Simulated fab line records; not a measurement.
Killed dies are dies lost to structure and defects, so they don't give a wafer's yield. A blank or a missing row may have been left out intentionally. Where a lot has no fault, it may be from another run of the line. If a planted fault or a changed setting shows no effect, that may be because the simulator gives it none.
2 desks looking at one fault ; flow nandHarc ; numbers are kept per desk, each desk with only its own; the story behind them comes last

## THE TOOL OWNER'S DESK: rieDiel-05
The tool's own readings at NHARC_A_SGD_CUT_ETCH_16 (etches the open film in C4F8/O2/Ar, target depth 310.5 nm, time 155.2 s): means of the sampled wafers that have a number, for each lot that ran on this tool. Marked OUT: a lot whose mean sits more than 4 standard deviations from the usual mean, which makes it out of limits; the brackets give that distance.
Columns: A = oesProductAu at NHARC_A_SGD_CUT_ETCH_16, usual 0.980 a.u.; B = rfVppV at NHARC_A_SGD_CUT_ETCH_16, usual 722 V
lot;first seen here;A;B
L600;day 14 04:38;0.987;726
L601;day 14 16:18;0.978;718
L606;day 15 15:25;0.987;722
L611;day 17 00:09;0.968;724
This desk's finding: nothing out of limits on any of the 4 lots.

## AT THE METROLOGY DESK
Lot by lot, what the gauges showed, no matter which tool ran the lot: averages of those sampled wafers that carry a number. Marked OUT: a lot whose mean sits more than 4 standard deviations from the usual mean, which makes it out of limits; the brackets give that distance.
Columns: A = cdNm at NHARC_THIN_TSV_CD_MEAS_33, usual 4999.6 nm
lot;first seen here;A
L602;day 19 10:44;4998.7
L599;day 19 12:09;4998.8
L600;day 19 15:20;5002.0
L603;day 19 16:20;5000.4
L601;day 19 17:31;5000.0
L605;day 20 23:40;5000.4
L606;day 21 00:52;5000.3
L610;day 21 05:53;5000.4
L611;day 21 21:35;4997.4
L615;day 22 13:11;4999.3
L616;day 23 00:43;4999.8
L619;day 24 02:13;4998.1
L620;day 24 04:15;4998.9
This desk's finding: nothing out of limits on any of the 13 lots.

## BROUGHT TOGETHER
The tool owner's desk saw nothing out of limits.
At the metrology desk, nothing out of limits was observed.

## WHAT THE SIMULATOR HAD INSERTED
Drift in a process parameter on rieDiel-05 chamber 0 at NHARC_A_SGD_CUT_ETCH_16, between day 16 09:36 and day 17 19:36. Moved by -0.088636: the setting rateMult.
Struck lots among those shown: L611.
